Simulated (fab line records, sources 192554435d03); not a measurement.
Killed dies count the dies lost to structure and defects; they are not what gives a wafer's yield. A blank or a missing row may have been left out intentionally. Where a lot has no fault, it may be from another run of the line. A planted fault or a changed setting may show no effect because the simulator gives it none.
fab line records	flow n5-finfet
record: lots: 9	wafers: 27	last-day: 18
route steps=1938 shown STI_FIN_REVEAL@183 DUMMY_GATE@237 BEOL_M4@1111 PASSIVATION@1936
lots untouched by any fault: they come from a run of this same line in which no faults occurred
start-h: the number of hours between the record's first day and the start of the first shown wafer of the lot	wait-h: hours since the lot's step before	" same as the row above	L1.1+2: several wafers, shown together as one row	- no value, or no start given	* or withheld: withheld	< > ~ a bound
route shown NAME@n: a module of which the file shows steps, and the number in the route of the first	usual: mean/standard deviation of fault-free wafers	same: alike in all rows	chamber/n: place in a boat	sites: per-site readings	_std_site: the standard deviation of these	_edge_site: mean of outer sites minus mean of inner sites	radius-mm: how far each site lies from the wafer's centre	mask NAME#n: copy n	behind: tool/chamber where the wafer was last shaped	hold: what put the lot on hold/how long, in hours/how the hold closed	device: names the non-switching transistor (n, p or np)	end of line: the route-end tests of the same wafers	a step without rows: its recipe alone	killed: dies that structure and defects cost at the first sort, which is not the same as the wafer's yield	map: a wafer's dies, x killed, . not, _ none there
set.NAME: setting as actually run; set.NAME@STEP: the setting as run at that earlier step	model.NAME: the simulator's own value behind a step, which no gauge read
a sample of lots followed through the steps of the route, with each step as a table and each wafer as a row
services: when a tool's chamber went out of use (start-h, in hours from the record's first day, below 0 if earlier), for how many hours, and the reason
== steps ==
step: N5_STI_FIN_REVEAL_ALD_00
recipe: material: SiO2	target-thk-a: 10	temp-c: 300	ald-precursor-family: BDEAS	ald-co-reactant: O2-plasma	pulse-time-s: 1	pressure-torr: 2
usual: heater-power-outer-w: 268/22	heater-power-w: 480/36	precursor-pulse-height-rel: 0.998/0.018
same: pulse-time-s: 1
lot.wafer	tool	chamber	start-h	wait-h	heater-power-outer-w	heater-power-w	precursor-pulse-height-rel
L720.1	ald-sin-04	1	29.57	0.0	258	476	0.998
L720.4	"	0	"	"	272	525	0.970
L720.5	"	0	"	"	272	520	0.988
L723.1	ald-sin-04	0	46.71	0.3	278	526	0.989
L723.2	"	2	"	"	285	464	1.010
L723.5	"	1	"	"	264	464	0.982
L725.3	ald-sin-03	3	57.87	0.0	302	532	0.993
L725.4	"	1	"	"	300	522	0.982
L725.6	"	3	"	"	309	540	0.984
L726.3	ald-sin-04	2	65.96	0.0	289	485	0.996
L726.5	"	1	"	"	261	470	0.999
L726.6	"	2	"	"	286	484	1.038
L731.1	ald-sin-02	0	97.70	2.2	234	425	0.995
L731.3	"	3	"	"	277	465	0.978
L731.5	"	0	"	"	236	428	1.003
L739.1	ald-sin-02	2	144.42	0.6	227	419	1.002
L739.3	"	0	"	"	235	423	1.002
L739.4	"	1	"	"	289	499	1.026
L740.1	ald-sin-02	2	148.41	0.0	231	424	0.985
L740.5	"	1	"	"	287	488	0.975
L740.6	"	2	"	"	223	414	1.011
L742.1	ald-sin-04	2	164.04	0.7	294	482	0.993
L742.4	"	0	"	"	290	528	1.003
L742.5	"	1	"	"	259	483	1.020
L743.1	ald-sin-04	3	169.21	0.0	280	524	0.991
L743.3	"	0	"	"	280	509	1.012
L743.5	"	1	"	"	261	483	0.985
step: N5_STI_FIN_REVEAL_DENSIFY_30
recipe: temp-c: *	time-s: *	ambient: N2	idle-temp-c: 600	ramp-up-c-per-s: 150	ramp-down-c-per-s: 60	cool-to-c: 600
usual: lamp-power-pct: 11.53/0.047	wafer_temp_C_max: *
lot.wafer	tool	chamber	start-h	wait-h	lamp-power-pct	wafer_temp_C_max
L720.1	rtp-anneal-01	0	34.99	0.0	11.53	*
L720.4	"	0	"	"	11.54	*
L720.5	"	0	"	"	11.62	*
L723.1	rtp-anneal-01	0	52.25	0.2	11.57	*
L723.2	"	0	"	"	11.58	*
L723.5	"	0	"	"	11.53	*
L725.3	rtp-anneal-02	0	63.34	0.1	11.52	*
L725.4	"	0	"	"	11.58	*
L725.6	"	0	"	"	11.49	*
L726.3	rtp-anneal-02	0	71.69	0.4	11.53	*
L726.5	"	0	"	"	11.59	*
L726.6	"	0	"	"	11.52	*
L731.1	rtp-anneal-01	0	103.13	0.0	11.53	*
L731.3	"	0	"	"	11.63	*
L731.5	"	0	"	"	11.55	*
L739.1	rtp-anneal-02	0	150.10	0.3	11.54	*
L739.3	"	0	"	"	11.49	*
L739.4	"	0	"	"	11.55	*
L740.1	rtp-anneal-02	0	154.48	0.6	11.55	*
L740.5	"	0	"	"	11.47	*
L740.6	"	0	"	"	11.45	*
L742.1	rtp-anneal-02	0	169.54	0.1	11.56	*
L742.4	"	0	"	"	11.54	*
L742.5	"	0	"	"	11.44	*
L743.1	rtp-anneal-02	0	174.64	0.0	11.60	*
L743.3	"	0	"	"	11.50	*
L743.5	"	0	"	"	11.54	*
step: N5_STI_FIN_REVEAL_ETCH_34
recipe: chemistry: H2	mode: isotropic	material: Si	target: Si	target-depth-a: 9.7	temp-c: 20	pressure-mtorr: 4.5	icp-w: 300	bias-w: 0	h2-flow-sccm: 7.5	he-flow-sccm: 142.5
usual: chamber-pressure-mTorr: 4.499/0.0069	drypump-motor-current-A: 5.9/0.45	oes-product-au: 1.011/0.015	rf-fwd-power-W: 296.8/1.4	throttle-valve-pct: 25.75/0.21
lot.wafer	tool	chamber	start-h	wait-h	chamber-pressure-mTorr	drypump-motor-current-A	oes-product-au	rf-fwd-power-W	rf-hours-counter-h	throttle-valve-pct
L720.1	rie-si-05	3	37.58	0.2	4.499	6.1	1.010	296.6	0	25.60
L720.4	"	2	"	"	4.498	6.1	1.031	294.8	48	25.74
L720.5	"	1	"	"	4.499	6.8	1.032	297.4	-	25.41
L723.1	rie-si-01	1	54.80	0.2	4.500	5.6	1.009	295.4	123	25.65
L723.2	"	0	"	"	4.497	6.3	1.005	295.3	2	26.19
L723.5	"	0	"	"	4.507	6.3	1.000	295.3	-	26.17
L725.3	rie-si-06	0	65.89	0.1	4.495	5.2	1.010	297.8	4	25.73
L725.4	"	3	"	"	4.501	5.2	0.978	297.9	144	25.79
L725.6	"	1	"	"	4.491	5.6	1.010	296.9	-	25.61
L726.3	rie-si-05	3	74.22	0.1	4.430	6.1	1.011	295.8	1	25.60
L726.5	"	1	"	"	4.496	6.8	1.034	296.2	-	25.40
L726.6	"	3	"	"	4.499	6.1	1.011	296.0	-	25.61
L731.1	rie-si-06	0	105.85	0.2	4.506	5.2	1.008	297.6	5	25.74
L731.3	"	3	"	"	4.502	5.2	0.981	297.3	145	25.76
L731.5	"	2	"	"	4.495	5.8	1.023	296.6	-	26.14
L739.1	rie-si-06	2	152.66	0.2	4.498	5.8	1.018	299.1	77	26.12
L739.3	"	0	"	"	4.499	5.2	1.004	298.7	6	25.74
L739.4	"	3	"	"	4.493	5.3	0.978	298.0	146	25.78
L740.1	rie-si-06	2	157.12	0.2	4.497	5.8	1.026	296.8	78	26.13
L740.5	"	0	"	"	4.495	5.2	1.007	298.4	-	25.72
L740.6	"	3	"	"	4.497	5.3	0.980	298.5	-	25.78
L742.1	rie-si-06	1	172.11	0.2	4.504	5.6	1.009	297.6	25	25.61
L742.4	"	0	"	"	4.505	5.2	1.010	299.4	6	25.73
L742.5	"	0	"	"	4.503	5.2	1.002	297.3	-	25.73
L743.1	rie-si-01	3	177.22	0.2	4.497	5.6	1.004	297.6	138	25.70
L743.3	"	1	"	"	4.499	5.6	1.017	294.0	126	25.64
L743.5	"	2	"	"	4.502	5.8	0.987	296.5	-	25.72
step: N5_DUMMY_GATE_ETCH_37
recipe: chemistry: N2/H2	target: SOC	target-depth-a: 600	overetch-a: 300	temp-c: 40	ion-energy-ev: 200	pressure-mtorr: 30	source-w: 840	bias-w: 150	n2-flow-sccm: 200	h2-flow-sccm: 200
usual: chamber-pressure-mTorr: 30.002/0.029	drypump-motor-current-A: 5.8/0.4	oes-product-au: 0.59/0.038	rf-fwd-power-W: 832/3.6	rf-vpp-V: 523.2/2.5	showerhead-plenum-p-Torr: 2.52/0.084	throttle-valve-pct: 17.84/0.21
lot.wafer	tool	chamber	start-h	wait-h	chamber-pressure-mTorr	drypump-motor-current-A	oes-product-au	rf-fwd-power-W	rf-hours-counter-h	rf-vpp-V	showerhead-plenum-p-Torr	throttle-valve-pct
L720.1	rie-diel-04	0	47.43	0.0	29.998	5.6	0.58	831	163	523.0	2.54	18.02
L720.4	"	1	"	"	29.989	6.1	0.63	839	118	527.6	2.67	17.67
L720.5	"	0	"	"	29.987	5.6	0.58	834	-	522.1	2.54	18.03
L723.1	rie-diel-04	1	64.36	0.0	30.019	6.1	0.62	833	125	527.2	2.67	17.69
L723.2	"	0	"	"	30.023	5.6	0.57	832	169	522.7	2.53	18.03
L723.5	"	1	"	"	30.051	6.1	0.62	832	-	527.0	2.67	17.68
L725.3	rie-diel-03	1	75.43	0.0	30.024	4.7	0.54	829	222	526.2	2.61	17.85
L725.4	"	0	"	"	30.028	6.1	0.62	833	146	521.3	2.44	17.78
L725.6	"	3	"	"	30.009	6.2	0.66	829	-	522.5	2.47	17.76
L726.3	rie-diel-04	1	85.49	0.0	29.943	6.1	0.62	828	131	526.2	2.66	17.68
L726.5	"	0	"	"	29.999	5.6	0.57	831	-	523.3	2.53	18.04
L726.6	"	3	"	"	29.988	5.8	0.60	829	-	523.1	2.53	17.98
L731.1	rie-diel-04	2	115.41	0.0	30.001	5.7	0.55	830	229	522.7	2.50	18.01
L731.3	"	0	"	"	29.961	5.6	0.57	831	183	523.1	2.53	18.06
L731.5	"	2	"	"	29.955	5.7	0.55	831	-	523.9	2.50	18.03
L739.1	rie-diel-02	0	162.59	0.0	29.991	5.7	0.59	835	139	523.3	2.55	18.05
L739.3	"	3	"	"	29.987	6.3	0.54	830	253	525.4	2.61	17.78
L739.4	"	0	"	"	30.005	5.7	0.59	833	-	523.2	2.55	18.05
L740.1	rie-diel-04	3	166.88	0.0	29.941	5.8	0.58	1035	208	488.3	2.52	18.03
L740.5	"	2	"	"	30.002	5.7	0.54	1028	-	486.6	2.50	18.02
L740.6	"	1	"	"	30.013	6.1	0.60	1037	-	489.9	2.65	17.75
L742.1	rie-diel-04	2	185.64	0.0	30.048	5.7	0.54	1034	250	485.6	2.49	18.04
L742.4	"	0	"	"	29.988	5.6	0.56	1037	202	487.3	2.52	18.10
L742.5	"	2	"	"	29.993	5.7	0.54	1032	-	487.0	2.49	18.05
L743.1	rie-diel-02	1	191.74	0.0	29.988	5.7	0.60	824	141	519.6	2.34	17.35
L743.3	"	0	"	"	29.955	5.7	0.59	829	150	523.4	2.54	18.06
L743.5	"	1	"	"	30.041	5.7	0.60	827	-	520.6	2.34	17.37
step: N5_BEOL_M4_RC_MEAS_101
usual: DIBL_N: 35.7/1.3	DIBL_P: 35.4/1.8	IOFF_N: 0.152/0.027	IOFF_P: 0.20/0.034	ION_N: 672/9.8	ION_P: 461/7.5	SS_N: 71.4/0.55	SS_P: 73.1/0.61	VT_N: 251/3.3	VT_P: -251/3.6
lot.wafer	tool	chamber	start-h	wait-h	DIBL_N[mV/V]	DIBL_P[mV/V]	IOFF_N[nA/um]	IOFF_P[nA/um]	ION_N[uA/um]	ION_P[uA/um]	SS_N[mV/dec]	SS_P[mV/dec]	VT_N[mV]	VT_P[mV]
L720.1	prober-02	0	162.74	0.0	37.2	39.2	0.199	0.27	681	469	72.2	74.2	247	-244
L720.4	"	0	"	"	35.0	38.2	0.160	0.24	672	465	71.1	73.9	248	-246
L720.5	"	0	"	"	35.2	36.6	0.161	0.22	684	467	71.0	73.7	248	-247
L723.1	prober-02	0	181.19	0.0	34.3	36.0	0.149	0.18	676	457	70.9	72.8	252	-255
L723.2	"	0	"	"	34.6	34.9	0.144	0.17	664	455	71.6	72.0	254	-253
L723.5	"	0	"	"	33.5	35.0	0.146	0.17	670	459	70.7	73.0	251	-252
L725.3	prober-02	0	194.45	0.3	35.6	36.1	0.174	0.24	679	472	71.7	73.4	247	-243
L725.4	"	0	"	"	38.0	39.5	0.237	0.32	694	484	72.4	73.6	243	-242
L725.6	"	0	"	"	37.0	37.8	0.203	0.27	691	481	71.8	73.5	243	-243
L726.3	prober-02	0	200.58	0.3	35.7	36.7	0.162	0.23	680	468	71.3	72.6	247	-247
L726.5	"	0	"	"	35.7	36.7	0.163	0.23	678	467	71.4	72.1	247	-248
L726.6	"	0	"	"	35.1	36.3	0.152	0.22	678	467	71.0	73.0	249	-247
L731.1	prober-02	0	236.93	0.0	37.6	35.4	0.182	0.22	679	466	71.1	72.9	245	-248
L731.3	"	0	"	"	37.1	35.1	0.195	0.23	686	469	70.6	73.9	244	-245
L731.5	"	0	"	"	36.1	34.5	0.168	0.21	684	468	70.3	73.2	244	-248
L739.1	prober-01	0	275.44	0.0	35.3	34.9	0.143	0.18	676	459	71.4	72.9	252	-253
L739.3	"	0	"	"	34.3	33.2	0.123	0.17	666	457	70.4	72.6	254	-254
L739.4	"	0	"	"	34.0	33.3	0.126	0.18	667	460	70.9	72.6	252	-252
L740.1	prober-02	0	281.59	0.6	35.0	36.0	0.136	0.17	662	454	71.5	72.9	255	-257
L740.5	"	0	"	"	35.1	35.8	0.126	0.17	654	448	71.2	73.0	256	-255
L740.6	"	0	"	"	37.6	38.5	0.176	0.20	669	454	71.8	73.7	250	-256
L742.1	prober-01	0	308.16	0.0	35.9	36.5	0.144	0.20	669	461	71.7	72.5	251	-251
L742.4	"	0	"	"	38.0	38.5	0.176	0.23	679	467	72.0	74.0	248	-249
L742.5	"	0	"	"	36.9	37.1	0.145	0.19	672	458	71.7	73.2	252	-250
L743.1	prober-02	0	318.48	0.0	34.8	33.5	0.121	0.19	674	459	70.5	73.0	254	-252
L743.3	"	0	"	"	33.8	32.4	0.104	0.17	653	457	70.8	72.3	259	-253
L743.5	"	0	"	"	35.4	34.7	0.132	0.20	668	467	71.3	73.0	252	-249
step: N5_PASSIVATION_PROBE_49
usual: defect-limited-yield: 91.5/1.3	killed_at_M0_to_M3: 33/11	killed_at_M4_up: 14/5.3	killed-at-contacts: 11/6.3	killed-at-front-end: 38/10	killed-at-other: 3.7/2.8	killed-dies: 101/16	killed-open: 67/12	killed-short: 32/7.4	sort_bin_5_function: 5.0/0.86	sort_bin_6_memory: 3.2/0.69	sort-n-pass: 1079/16	sort-yield-pct: 91.5/1.3
same: gross-dies: 1180	killed-at-back-side: 0	sort_bin_4_leakage[%]: 0	sort_bin_8_speed[%]: 0
lot.wafer	tool	chamber	start-h	wait-h	defect-limited-yield[%]	killed_at_M0_to_M3	killed_at_M4_up	killed-at-contacts	killed-at-front-end	killed-at-other	killed-dies	killed-open	killed-short	sort_bin_5_function[%]	sort_bin_6_memory[%]	sort-n-pass	sort-yield-pct[%]
L725.3	prober-01	-	304.34	0.1	90.6	43	15	12	38	3	111	77	33	5.2	4.2	1069	90.6
L725.4	prober-01	-	304.39	0.2	89.7	28	20	26	41	6	121	90	30	5.9	3.9	1059	89.7
L725.6	prober-01	-	304.49	0.3	90.3	47	10	18	36	3	114	75	38	5.6	3.5	1066	90.3
L740.1	prober-01	-	386.30	0.0	92.4	32	12	15	29	2	90	61	29	4.7	2.6	1090	92.4
L740.5	prober-01	-	386.50	0.2	90.5	32	19	9	48	4	112	72	40	5.3	3.9	1068	90.5
L740.6	prober-01	-	386.55	0.3	90.1	51	17	13	31	5	117	86	28	4.9	4.6	1063	90.1
killed by level:class
L725.3 BEOL_M1:geometric-particle:open=11 FIN_SAQP:geometric-particle:open=9 MOL_CONTACT_COAG:geometric-particle:open=9 BEOL_M4:geometric-particle:open=8 BEOL_M0_SAQP:geometric-particle:short=8 DUMMY_GATE:geometric-particle:open=7 BEOL_M0_SAQP:geometric-particle:open=7 BEOL_M2:geometric-particle:open=6
L725.4 MOL_CONTACT_COAG:geometric-particle:open=20 BEOL_M4:geometric-particle:open=10 STI_FIN_REVEAL:geometric-particle:open=9 BEOL_M2:geometric-particle:open=8 MOL_CONTACT_COAG:geometric-particle:short=6 FIN_SAQP:geometric-particle:open=5 DUMMY_GATE:geometric-particle:open=5 ILD0:geometric-particle:open=5
L725.6 MOL_CONTACT_COAG:geometric-particle:open=13 BEOL_M2:geometric-particle:open=13 BEOL_M0_SAQP:geometric-particle:short=10 BEOL_M3:geometric-particle:open=7 FIN_SAQP:geometric-particle:open=6 BEOL_M0_SAQP:geometric-particle:open=6 BEOL_M1:geometric-particle:open=6 FIN_SAQP:geometric-particle:short=5
L740.1 MOL_CONTACT_COAG:geometric-particle:open=11 BEOL_M1:geometric-particle:open=11 FIN_SAQP:geometric-particle:open=7 FIN_SAQP:geometric-particle:short=7 BEOL_M2:geometric-particle:short=6 BEOL_M4:geometric-particle:open=6 BEOL_M0_SAQP:geometric-particle:short=5 MOL_CONTACT_COAG:geometric-particle:short=4
L740.5 FIN_SAQP:geometric-particle:open=12 FIN_SAQP:geometric-particle:short=11 BEOL_M0_SAQP:geometric-particle:short=11 STI_FIN_REVEAL:geometric-particle:open=10 BEOL_M4:geometric-particle:open=10 BEOL_M2:geometric-particle:open=8 MOL_CONTACT_COAG:geometric-particle:open=7 BEOL_M0_SAQP:geometric-particle:open=5
L740.6 MOL_CONTACT_COAG:geometric-particle:open=13 BEOL_M3:geometric-particle:open=12 BEOL_M0_SAQP:geometric-particle:short=9 DUMMY_GATE:geometric-particle:open=8 BEOL_M2:geometric-particle:open=8 BEOL_M4:geometric-particle:open=8 BEOL_M0_SAQP:geometric-particle:open=6 BEOL_M1:geometric-particle:open=6
== services ==
tool	chamber	start-h	hours	kind
rie-si-01	3	16.97	6.0	repair
rie-diel-03	-	22.85	0.8	repair
rie-si-06	-	48.33	2.8	pm
ald-sin-03	0	54.29	4.1	repair
rie-diel-03	1	63.21	7.4	repair
rie-si-05	0	71.47	7.9	repair
ald-sin-03	-	85.29	14.0	pm
rie-si-01	-	112.86	0.3	repair
rie-si-06	2	125.49	1.3	repair
rie-si-05	3	127.44	17.1	repair
rie-si-05	0	127.68	1.2	repair
rie-diel-02	1	128.59	14.5	repair
rtp-anneal-01	-	133.46	101.8	pm
ald-sin-03	-	143.78	28.1	pm
ald-sin-04	-	176.82	14.0	pm
ald-sin-04	0	176.82	14.0	vent-cycle
ald-sin-04	1	176.82	14.0	vent-cycle
ald-sin-04	2	176.82	14.0	vent-cycle
ald-sin-04	3	176.82	14.0	vent-cycle
rie-diel-04	2	185.70	-	clean
rie-diel-04	2	185.70	-	consumable-replace:focus-ring
ald-sin-03	-	187.19	2.6	repair
ald-sin-04	0	190.82	-	clean
ald-sin-04	1	190.82	-	clean
== key ==
first-sign: step: N5_DUMMY_GATE_ETCH_37	reading: rf-fwd-power-W	direction: up	sigmas: 56	usual: *	struck: *
effect: step: N5_DUMMY_GATE_ETCH_37	reading: rf-vpp-V	direction: down	sigmas: 14	usual: 523.2	struck: 487.4
met-at N5_DUMMY_GATE_ETCH_37
struck-lots L740,L742
not-acting-at N5_STI_FIN_REVEAL_ALD_00,N5_STI_FIN_REVEAL_DENSIFY_30,N5_STI_FIN_REVEAL_ETCH_34
onset-between 115.41 166.88
fault: kind: process-parameter-drift	tool: rie-diel-04	chamber: -	onset-h: 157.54	steps: N5_DUMMY_GATE_ETCH_37	channel: source-w	offset: 201.6	shape: step	end-h: 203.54	acts-in: these-recipes-only	stated: 840
